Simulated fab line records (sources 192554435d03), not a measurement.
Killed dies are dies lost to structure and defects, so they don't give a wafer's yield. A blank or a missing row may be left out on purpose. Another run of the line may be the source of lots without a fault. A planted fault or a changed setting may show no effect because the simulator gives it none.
Split-lot experiment	flow n5Finfet	7 lots, 39 wafers read, on a route of 1938 steps

== SPLIT DETAILS ==
At N5_BEOL_M2_ILD_DEP_00 (deposits SiOC from DEMS/O2, target thk 79 nm, time 15.3 s), the setting targetThkA was moved away from the recipe's 790 angstrom on 15 of the 39 wafers read, by -51.5% to +24.3%. The other wafers ran this setting at the recipe's value.

There is no step in the file separating the split from the reading.

== THE READING ==
At N5_BEOL_M2_THK_MEAS_01: M2_ILD_THK, given in nm. On this fab line, fault-free wafers typically give 78.9 nm with a standard deviation of 1 nm.

wafer	tool, chamber at the split	targetThkA as run, angstrom	against the recipe	M2_ILD_THK, nm	against lot-mates on the recipe
L075.1	pecvd-04, 0	528	-33.2%	51.7	-26.3
L075.2	pecvd-04, 2	528	-33.2%	51.9	-26.1
L075.3	pecvd-04, 1	790	recipe	77.4	-
L075.4	pecvd-04, 2	528	-33.2%	52.8	-25.2
L075.5	pecvd-04, 0	790	recipe	78.2	-
L075.6	pecvd-04, 1	790	recipe	78.5	-
L080.1	pecvd-02, 2	790	recipe	78.3	-
L080.2	pecvd-02, 0	646.1	-18.2%	64.7	-14.2
L080.3	pecvd-02, 2	790	recipe	79.3	-
L080.4	pecvd-02, 0	790	recipe	79.2	-
L080.5	pecvd-02, 0	646.1	-18.2%	64.8	-14.1
L080.6	pecvd-02, 2	646.1	-18.2%	65.4	-13.5
L083.1	pecvd-04, 1	790	recipe	78.8	-
L083.2	pecvd-04, 2	790	recipe	78.7	-
L083.3	pecvd-04, 2	790	recipe	79.2	-
L085.1	pecvd-02, 2	790	recipe	76.7	-
L085.2	pecvd-02, 1	790	recipe	77.4	-
L085.3	pecvd-02, 0	382.8	-51.5%	36.6	-41.5
L085.4	pecvd-02, 2	790	recipe	80.2	-
L085.5	pecvd-02, 0,1	382.8	-51.5%	37.9	-40.2
L085.6	pecvd-02, 0,1	382.8	-51.5%	38.1	-40.0
L087.1	pecvd-04, 0	608	-23.0%	60.3	-19.3
L087.2	pecvd-04, 1	790	recipe	78.2	-
L087.3	pecvd-04, 2	608	-23.0%	59.1	-20.5
L087.4	pecvd-04, 2	608	-23.0%	60.9	-18.7
L087.5	pecvd-04, 1,0	790	recipe	80.3	-
L087.6	pecvd-04, 1,0	790	recipe	80.2	-
L089.1	pecvd-04, 0	790	recipe	78.5	-
L089.2	pecvd-04, 2	982	+24.3%	97.5	+17.9
L089.3	pecvd-04, 1	790	recipe	80.3	-
L089.4	pecvd-04, 1	982	+24.3%	100.0	+20.4
L089.5	pecvd-04, 2	790	recipe	80.1	-
L089.6	pecvd-04, 0	982	+24.3%	99.1	+19.5
L096.1	pecvd-03, 1	790	recipe	77.4	-
L096.2	pecvd-03, 2	790	recipe	78.2	-
L096.3	pecvd-03, 2	790	recipe	79.7	-
L096.4	pecvd-03, 1	790	recipe	77.4	-
L096.5	pecvd-03, 2	790	recipe	80.3	-
L096.6	pecvd-03, 1	790	recipe	78.5	-
When a row names more than one chamber, that row covers several wafers, and the file does not tell which wafer ran in which chamber.

THE FIT
A straight line over all 39 wafers: M2_ILD_THK changes by +0.805 nm for each +1% of targetThkA; r = +1.00; the points scatter about the line by 1 nm.
The same after taking each lot's own level away (the mean of its wafers on the recipe; 39 wafers): +0.79 nm for each +1%; r = +1.00; scatter 0.94 nm.
On that fit, the largest move of targetThkA shifts the reading by 41 nm.
Across the lots, their own levels run from 78.03 to 79.63 nm, a range of 1.6 times the standard deviation given above.
Consequently the slope shifts little with the lot-to-lot level, the two slopes agreeing.
Check: for one of the wafers moved furthest among these (-51.5%), held out of the fit, the line's prediction against its lot-mates is -40.6 nm. It came out at -41.5 nm against them.

== THE WHOLE CHAIN: every reading that the file lists as answering this split, in the file's order ==
step	what it does	reading	change (the file's fit)	r (the file's)
N5_BEOL_M2_ILD_DEP_00	deposits SiOC from DEMS/O2, target thk 79 nm, time 15.3 s	SiOC_of_BEOL_M2_ILD_DEP_00.thkNm (the simulator's own value, which no gauge read)	+0.79 nm for each +1% of the setting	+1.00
N5_BEOL_M2_THK_MEAS_01		M2_ILD_THK	+0.791 for each +1% of the setting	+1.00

== FILE'S OWN FIT ==
M2_ILD_THK changes by +0.791 nm for each +1% of targetThkA, r = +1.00.
